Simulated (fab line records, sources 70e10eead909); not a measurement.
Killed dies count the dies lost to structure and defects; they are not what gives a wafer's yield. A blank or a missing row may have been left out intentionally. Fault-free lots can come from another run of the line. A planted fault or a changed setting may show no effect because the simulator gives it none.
fab line records ; flow nandHarc
[record] lots = 6; wafers = 17; lastDay = 24
route steps=1159 shown THIN_TSV@1139 END@1159
lots untouched by any fault: they come from a run of this same line in which no faults occurred
startH: hours from the record's first day to the start of the lot's first wafer shown ; waitH: hours elapsed since this lot's preceding step ; " same as the row above ; L1.1+2: one row covering several wafers at once ; - no value, or no start given ; * or withheld: withheld ; < > ~ a bound
route shown NAME@n: NAME is a module with steps in the file, n the number in the route of the first one ; usual: mean/standard deviation taken from wafers without a fault ; same: alike in all rows ; chamber/n: place in a boat ; sites: the reading at each site ; _std_site: their standard deviation ; _edge_site: mean of outer sites minus mean of inner sites ; radiusMm: how far each site lies from the wafer's centre ; mask NAME#n: copy n ; behind: the last tool/chamber to shape the wafer ; hold: why the lot went on hold/how many hours it stayed there/how the hold came to an end ; device: transistor that didn't switch, given as n, p or np ; end of line: at the end of the route, the tests of the same wafers ; a step without rows: its recipe alone ; killed: dies lost to structure and defects at the first sort, not the wafer's yield ; map: a wafer's dies, marking killed ones x, the rest . and places with no die _
set.NAME: the setting that was run; set.NAME@STEP: the one run at that earlier step ; model.NAME: the simulator's own value behind a step, which no gauge read
lots seen at some steps along the route; tables by step, rows by wafer
services: the hour from which a tool's chamber was out of use, counted from the record's first day as startH (under 0 if before that day), plus the number of hours and why
[[steps]]
[step NHARC_THIN_TSV_PVD_24]
[recipe] targetThkA = 8000; powerW = withheld; chamberPressurePa = withheld; substrateTempC = withheld; timeS = withheld; gas = Ar; material = Al
[step NHARC_THIN_TSV_DEHYDRATE_25]
[recipe] tempC = 150; timeS = 120
[step NHARC_THIN_TSV_HMDS_26]
[recipe] timeS = 30
[step NHARC_THIN_TSV_COAT_27]
[recipe] spinRpm = *
[step NHARC_THIN_TSV_SOFTBAKE_28]
[recipe] tempC = 122; timeS = 95
[step NHARC_THIN_TSV_EBR_29]
[step NHARC_THIN_TSV_EXPOSE_30]
[recipe] na = 0.55; doseMj = 11.47; maskId = PAD
[step NHARC_THIN_TSV_PEB_31]
[recipe] pebTempC = 118; pebTimeS = 85
[step NHARC_THIN_TSV_DEVELOP_32]
[recipe] timeS = 70
[step NHARC_THIN_TSV_CD_MEAS_33]
[recipe] targetCdNm = 5000; landingEnergyEv = 500
[usual] cdNm = 4999.1/1.6
lot.wafer;tool;chamber;startH;waitH;cdNm
L376.1;cdSem-02;0;445.21;-;4999.6
L376.3;cdSem-02;0;445.21;-;5001.0
L376.4;cdSem-02;0;445.21;-;4998.5
L382.3;cdSem-02;0;463.82;-;4998.3
L382.5;cdSem-02;0;463.82;-;5001.3
L382.6;cdSem-02;0;463.82;-;5001.8
L386.1;cdSem-03;0;494.77;-;4996.9
L386.4;cdSem-03;0;494.77;-;4998.1
L386.5;cdSem-03;0;494.77;-;4999.0
L388.1;cdSem-02;0;512.74;-;4999.1
L388.6;cdSem-02;0;512.74;-;4999.3
L394.2;cdSem-02;0;542.42;-;5000.6
L394.4;cdSem-02;0;542.42;-;4998.8
L394.6;cdSem-02;0;542.42;-;4997.8
L397.1;cdSem-03;0;568.47;-;4997.4
L397.2;cdSem-03;0;568.47;-;4999.2
L397.3;cdSem-03;0;568.47;-;4997.9
[step NHARC_THIN_TSV_HARDBAKE_34]
[recipe] tempC = 125; timeS = 80
[step NHARC_THIN_TSV_DESCUM_35]
[recipe] timeS = 3; o2FlowSccm = 200; arFlowSccm = 0; biasPowerW = 0; chemistry = O2
[usual] drypumpMotorCurrentA = 5.8/0.54; oesProductAu = 0.998/0.0087; rfVppV = 57.9/0.84; showerheadPlenumPTorr = 1.92/0.061; throttleValvePct = 11.311/0.0092
lot.wafer;tool;chamber;startH;waitH;drypumpMotorCurrentA;oesProductAu;rfHoursCounterH;rfVppV;showerheadPlenumPTorr;throttleValvePct
L376.3;rieDiel-11;2;445.36;-;6.5;0.999;4;58.3;1.90;11.314
L376.1;rieDiel-11;0;445.36;-;6.0;0.984;4;57.5;1.97;11.321
L376.4;rieDiel-11;1;445.36;-;6.1;0.993;4;58.2;1.93;11.313
L382.3;rieDiel-02;1;463.97;-;5.8;1.013;13;57.7;1.84;11.318
L382.5;rieDiel-02;1;463.97;-;5.9;0.999;-;57.3;1.84;11.322
L382.6;rieDiel-02;2;463.97;-;5.6;1.002;-;58.5;1.98;11.314
L386.4;rieDiel-02;1;494.95;-;5.9;1.012;15;58.3;1.84;11.303
L386.1;rieDiel-02;2;494.95;-;5.6;1.013;17;58.6;1.98;11.311
L386.5;rieDiel-02;1;494.95;-;5.9;1.008;-;58.1;1.84;11.320
L388.1;rieDiel-13;2;512.94;-;6.5;1.006;3;57.7;1.84;11.319
L388.6;rieDiel-13;0;512.94;-;5.2;0.985;-;58.5;1.94;11.307
L394.2;rieDiel-13;0;542.60;-;5.2;0.988;7;58.0;1.94;11.311
L394.4;rieDiel-13;2;542.60;-;6.5;0.996;5;57.4;1.84;11.317
L394.6;rieDiel-13;3;542.60;-;4.8;0.992;-;58.4;1.99;11.313
L397.3;rieDiel-11;0;568.63;-;6.0;0.990;1;59.7;1.97;11.305
L397.1;rieDiel-11;1;568.63;-;6.1;1.005;2;57.9;1.93;11.320
L397.2;rieDiel-11;2;568.63;-;6.6;1.007;0;57.3;1.90;11.311
[step NHARC_THIN_TSV_ETCH_59]
[recipe] targetDepthA = 8800; icpW = 900; biasW = 100; Cl2_flow_sccm = 60; bcl3FlowSccm = 30; timeS = 138.1; chemistry = Cl2/BCl3
[usual] bcl3FlowSccm = 30.02/0.079; drypumpMotorCurrentA = 5.8/0.42; oesProductAu = 1.008/0.0093; throttleValvePct = 22.264/0.0091
lot.wafer;tool;chamber;startH;waitH;bcl3FlowSccm;drypumpMotorCurrentA;oesProductAu;rfHoursCounterH;throttleValvePct
L376.1;rieMetal-03;1;445.53;0.1;29.99;4.9;1.011;4.1;22.263
L376.3;rieMetal-03;0;445.53;0.1;30.11;6.2;1.016;-;22.258
L376.4;rieMetal-03;1;445.53;0.1;29.96;4.9;1.000;-;22.269
L382.3;rieMetal-02;1;464.17;0.2;29.96;5.7;1.017;-;22.254
L382.5;rieMetal-02;1;464.17;0.2;29.89;5.7;1.019;-;22.265
L382.6;rieMetal-02;0;464.17;0.2;30.02;6.1;1.000;-;22.261
L386.1;rieMetal-03;1;495.06;0.1;30.06;5.0;0.902;0.9;22.267
L386.4;rieMetal-03;1;495.06;0.1;30.10;5.0;0.999;-;22.261
L386.5;rieMetal-03;1;495.06;0.1;30.10;5.0;0.997;-;22.263
L388.1;rieMetal-03;1;513.06;0.1;29.95;4.9;0.911;1.3;22.268
L388.6;rieMetal-03;1;513.06;0.1;29.99;5.0;0.908;-;22.277
L394.2;rieMetal-01;1;542.71;0.1;30.01;5.9;0.998;1.4;22.274
L394.4;rieMetal-01;0;542.71;0.1;30.02;5.8;0.992;-;22.258
L394.6;rieMetal-01;0;542.71;0.1;29.95;5.8;0.990;-;22.258
L397.2;rieMetal-01;0;568.76;0.1;30.06;5.8;1.007;2.4;22.265
L397.1;rieMetal-01;1;568.76;0.1;29.92;5.9;1.010;2.4;22.250
L397.3;rieMetal-01;1;568.76;0.1;30.02;5.9;1.005;-;22.263
[step NHARC_THIN_TSV_ETCH_36]
[recipe] targetDepthA = 650; overEtchFrac = 0.3; timeS = 18.571; ionEnergyEv = 150; chemistry = Cl2/BCl3
[usual] drypumpMotorCurrentA = 5.8/0.42; oesProductAu = 1.007/0.0089
lot.wafer;tool;chamber;startH;waitH;drypumpMotorCurrentA;oesProductAu;rfHoursCounterH
L376.1;rieMetal-03;0;445.75;0.2;6.2;1.010;4.2
L376.3;rieMetal-03;0;445.75;0.2;6.2;1.003;-
L376.4;rieMetal-03;1;445.75;0.2;4.9;0.995;-
L382.3;rieMetal-02;1;464.36;0.2;5.7;1.006;-
L382.6;rieMetal-02;1;464.36;0.2;5.7;1.003;-
L382.5;rieMetal-02;0;464.36;0.2;6.1;1.009;-
L386.1;rieMetal-03;0;495.33;0.2;6.2;1.011;1.2
L386.4;rieMetal-03;1;495.33;0.2;4.9;1.006;-
L386.5;rieMetal-03;0;495.33;0.2;6.2;1.003;-
L388.1;rieMetal-03;0;513.29;0.2;6.2;1.002;1.6
L388.6;rieMetal-03;0;513.29;0.2;6.2;1.001;-
L394.2;rieMetal-01;0;542.97;0.2;5.8;1.005;1.5
L394.4;rieMetal-01;0;542.97;0.2;5.8;0.999;-
L394.6;rieMetal-01;0;542.97;0.2;5.8;0.995;-
L397.1;rieMetal-01;0;569.01;0.2;5.8;0.999;2.5
L397.2;rieMetal-01;1;569.01;0.2;5.9;1.002;2.5
L397.3;rieMetal-01;1;569.01;0.2;5.9;1.016;-
[step NHARC_END_SORT_01]
[recipe] tempC = 25
[usual] defectLimitedYield = 95.1/1.8; killedAtArray = 29/11; killedAtOther = 0.5/0.8; killedAtPeriphery = 3.5/2.8; killedDies = 33/12; killedOpen = 3.1/1.8; killedShort = 1.8/1.4; sort_bin_2_pct = 1.5/0.65; sort_bin_3_pct = 0.24/0.21; sort_bin_4_pct = 3.1/1.2; sortNPass = 644/12; sortRimYieldPct = 97.5/1.9; sortYieldPct = 95.1/1.8
[same] grossDies = 677; sort_bin_5_pct[%] = 0; sort_bin_6_pct[%] = 0; sort_bin_7_pct[%] = 0; sort_bin_8_pct[%] = 0; sortRimNGross = 106.00
lot.wafer;tool;chamber;startH;waitH;defectLimitedYield[%];killedAtArray;killedAtOther;killedAtPeriphery;killedDies;killedOpen;killedShort;sort_bin_2_pct[%];sort_bin_3_pct[%];sort_bin_4_pct[%];sortNPass;sortRimYieldPct[%];sortYieldPct[%]
L382.3;prober-01;0;487.83;3.1;96.0;25;0;2;27;4;3;1.2;0.15;2.7;650;98.1;96.0
L382.5;prober-01;0;489.45;3.7;95.3;32;0;0;32;0;4;0.9;0.15;3.7;645;97.2;95.3
L382.6;prober-01;0;490.26;4.0;95.4;30;0;1;31;3;2;1.6;0.15;2.8;646;97.2;95.4
L386.1;prober-01;0;506.06;2.5;0;19;657;1;677;3;2;0.9;97.49;1.6;0;0;0
L386.4;prober-01;0;508.51;3.4;97.2;14;0;5;19;3;0;0.9;0;1.9;658;99.1;97.2
L386.5;prober-01;0;509.33;3.8;97.9;13;0;1;14;2;2;0.6;0;1.5;663;98.1;97.9
L388.1;prober-02;0;520.58;2.5;0;42;634;1;677;4;0;1.9;94.09;4.0;0;0;0
L388.6;prober-02;0;524.63;4.1;0;34;641;2;677;3;2;1.6;94.68;3.7;0;0;0
// killed by level:class
L382.3 A_SLIT:chamberFilmFlake=9 A_ZERO_WELL:chamberFilmFlake=3 A_CHANNEL_HOLE_D1:chamberFilmFlake=3 A_CONTACT:chamberFilmFlake=3 P_CONTACT:geometricParticle:open=2 A_CHANNEL_FILL_D1:geometricParticle:short=2 A_SGD_CUT:chamberFilmFlake=2 A_CONTACT:geometricParticle:short=1
L382.5 A_SLIT:chamberFilmFlake=13 A_CHANNEL_HOLE_D1:chamberFilmFlake=5 A_CONTACT:chamberFilmFlake=5 A_SGD_CUT:chamberFilmFlake=3 A_STAIRCASE:chamberFilmFlake=2 A_ONON_D1:geometricParticle:short=1 A_CHANNEL_FILL_D1:geometricParticle:short=1 A_SGD_CUT:geometricParticle:short=1
L382.6 A_SLIT:chamberFilmFlake=10 A_SGD_CUT:chamberFilmFlake=5 A_CONTACT:chamberFilmFlake=4 A_STAIRCASE:chamberFilmFlake=3 A_CHANNEL_FILL_D1:geometricParticle:open=2 A_CHANNEL_HOLE_D1:chamberFilmFlake=2 A_CHANNEL_FILL_D1:geometricParticle:short=1 A_WL_FILL:geometricParticle:open=1
L386.1 THIN_TSV:areaEtch=657 A_CHANNEL_HOLE_D1:chamberFilmFlake=5 A_CONTACT:geometricParticle:open=3 A_CHANNEL_FILL_D1:chamberFilmFlake=3 A_STAIRCASE:chamberFilmFlake=2 A_CONTACT:chamberFilmFlake=2 A_M0:chamberFilmFlake=2 A_SOURCE_PLATE:geometricParticle:short=1
L386.4 A_CHANNEL_HOLE_D1:chamberFilmFlake=5 P_ZERO_WELL:chamberFilmFlake=4 A_CHANNEL_FILL_D1:chamberFilmFlake=2 P_STI:geometricParticle:open=1 A_CONTACT:geometricParticle:open=1 A_M0:geometricParticle:open=1 A_SGD_CUT:chamberFilmFlake=1 A_WL_FILL:chamberFilmFlake=1
L386.5 A_CHANNEL_HOLE_D1:chamberFilmFlake=6 A_CHANNEL_FILL_D1:chamberFilmFlake=2 A_ONON_D1:geometricParticle:open=1 A_CHANNEL_HOLE_D1:geometricParticle:short=1 A_SGD_CUT:geometricParticle:open=1 A_CONTACT:geometricParticle:short=1 P_ZERO_WELL:chamberFilmFlake=1 A_CONTACT:chamberFilmFlake=1
L388.1 THIN_TSV:areaEtch=634 A_CHANNEL_HOLE_D1:chamberFilmFlake=18 A_SLIT:chamberFilmFlake=15 A_STAIRCASE:chamberFilmFlake=4 A_WL_FILL:geometricParticle:open=2 A_CHANNEL_FILL_D1:geometricParticle:open=1 A_CONTACT:geometricParticle:open=1 P_GATE:chamberFilmFlake=1
L388.6 THIN_TSV:areaEtch=640 A_SLIT:chamberFilmFlake=15 A_CHANNEL_HOLE_D1:chamberFilmFlake=12 A_STAIRCASE:chamberFilmFlake=2 P_M0:geometricParticle:open=1 A_ONON_D1:geometricParticle:short=1 A_WL_FILL:geometricParticle:short=1 A_CONTACT:geometricParticle:open=1
// map L386.1 (x killed, . not)
____________x____________
_________xxxxxxx_________
_______xxxxxxxxxxx_______
______xxxxxxxxxxxxx______
_____xxxxxxxxxxxxxxx_____
____xxxxxxxxxxxxxxxxx____
____xxxxxxxxxxxxxxxxx____
___xxxxxxxxxxxxxxxxxxx___
___xxxxxxxxxxxxxxxxxxx___
__xxxxxxxxxxxxxxxxxxxxx__
__xxxxxxxxxxxxxxxxxxxxx__
_xxxxxxxxxxxxxxxxxxxxxxx_
_xxxxxxxxxxxxxxxxxxxxxxx_
_xxxxxxxxxxxxxxxxxxxxxxx_
_xxxxxxxxxxxxxxxxxxxxxxx_
_xxxxxxxxxxxxxxxxxxxxxxx_
xxxxxxxxxxxxxxxxxxxxxxxxx
xxxxxxxxxxxxxxxxxxxxxxxxx
xxxxxxxxxxxxxxxxxxxxxxxxx
xxxxxxxxxxxxxxxxxxxxxxxxx
xxxxxxxxxxxxxxxxxxxxxxxxx
_xxxxxxxxxxxxxxxxxxxxxxx_
_xxxxxxxxxxxxxxxxxxxxxxx_
_xxxxxxxxxxxxxxxxxxxxxxx_
_xxxxxxxxxxxxxxxxxxxxxxx_
_xxxxxxxxxxxxxxxxxxxxxxx_
__xxxxxxxxxxxxxxxxxxxxx__
__xxxxxxxxxxxxxxxxxxxxx__
___xxxxxxxxxxxxxxxxxxx___
___xxxxxxxxxxxxxxxxxxx___
____xxxxxxxxxxxxxxxxx____
____xxxxxxxxxxxxxxxxx____
_____xxxxxxxxxxxxxxx_____
______xxxxxxxxxxxxx______
_______xxxxxxxxxxx_______
_________xxxxxxx_________
____________x____________
// map L388.1 (x killed, . not)
____________x____________
_________xxxxxxx_________
_______xxxxxxxxxxx_______
______xxxxxxxxxxxxx______
_____xxxxxxxxxxxxxxx_____
____xxxxxxxxxxxxxxxxx____
____xxxxxxxxxxxxxxxxx____
___xxxxxxxxxxxxxxxxxxx___
___xxxxxxxxxxxxxxxxxxx___
__xxxxxxxxxxxxxxxxxxxxx__
__xxxxxxxxxxxxxxxxxxxxx__
_xxxxxxxxxxxxxxxxxxxxxxx_
_xxxxxxxxxxxxxxxxxxxxxxx_
_xxxxxxxxxxxxxxxxxxxxxxx_
_xxxxxxxxxxxxxxxxxxxxxxx_
_xxxxxxxxxxxxxxxxxxxxxxx_
xxxxxxxxxxxxxxxxxxxxxxxxx
xxxxxxxxxxxxxxxxxxxxxxxxx
xxxxxxxxxxxxxxxxxxxxxxxxx
xxxxxxxxxxxxxxxxxxxxxxxxx
xxxxxxxxxxxxxxxxxxxxxxxxx
_xxxxxxxxxxxxxxxxxxxxxxx_
_xxxxxxxxxxxxxxxxxxxxxxx_
_xxxxxxxxxxxxxxxxxxxxxxx_
_xxxxxxxxxxxxxxxxxxxxxxx_
_xxxxxxxxxxxxxxxxxxxxxxx_
__xxxxxxxxxxxxxxxxxxxxx__
__xxxxxxxxxxxxxxxxxxxxx__
___xxxxxxxxxxxxxxxxxxx___
___xxxxxxxxxxxxxxxxxxx___
____xxxxxxxxxxxxxxxxx____
____xxxxxxxxxxxxxxxxx____
_____xxxxxxxxxxxxxxx_____
______xxxxxxxxxxxxx______
_______xxxxxxxxxxx_______
_________xxxxxxx_________
____________x____________
[[services]]
tool;chamber;startH;hours;kind
rieDiel-13;2;430.34;10.0;repair
rieDiel-13;-;453.00;9.0;pm
rieMetal-03;-;453.00;9.0;pm
rieMetal-03;0;453.00;9.0;ventCycle
rieMetal-03;1;453.00;9.0;ventCycle
rieMetal-03;0;462.00;-;clean
rieMetal-03;1;462.00;-;clean
rieDiel-13;1;465.92;23.7;repair
rieDiel-13;0;467.41;1.6;repair
rieMetal-03;1;470.25;6.7;repair
rieDiel-02;1;473.96;2.9;repair
rieDiel-13;2;481.73;11.1;repair
rieDiel-11;0;484.65;2.8;repair
rieDiel-11;1;495.22;5.8;repair
rieDiel-11;-;505.03;1.0;repair
rieDiel-02;-;505.30;9.0;pm
rieMetal-01;-;509.00;9.0;pm
rieMetal-01;0;509.00;9.0;ventCycle
rieMetal-01;1;509.00;9.0;ventCycle
rieMetal-01;0;518.00;-;clean
rieDiel-02;-;519.22;0.8;repair
rieDiel-11;-;547.55;9.0;pm
rieDiel-11;0;557.36;4.8;repair
rieMetal-02;-;565.10;9.0;pm
[[key]]
[firstSign] step = NHARC_THIN_TSV_ETCH_59; reading = oesProductAu; direction = down; sigmas = 11; usual = 1.008; struck = 0.907
[effect] step = NHARC_END_SORT_01; reading = killedAtOther; direction = up; sigmas = 99+; usual = 0.5; struck = 644
[moreKillsBornAt] NHARC_THIN_TSV_ETCH_59@rieMetal-03 = 1931
metAt NHARC_THIN_TSV_ETCH_59
struckWafers L386.1,L388.1,L388.6
laterRowsLeftOut L386.1,L388.1,L388.6
onsetBetween 445.53 495.06
[fault] kind = processParameterDrift; tool = rieMetal-03; chamber = -; onsetH = 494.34; steps = NHARC_THIN_TSV_ETCH_59; channel = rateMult; offset = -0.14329; shape = step; endH = 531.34; scope = struckWafersOnly
// laterRowsLeftOut: the simulator's readings of these wafers behind a module that went badly wrong aren't trusted and aren't shown, but for the sort
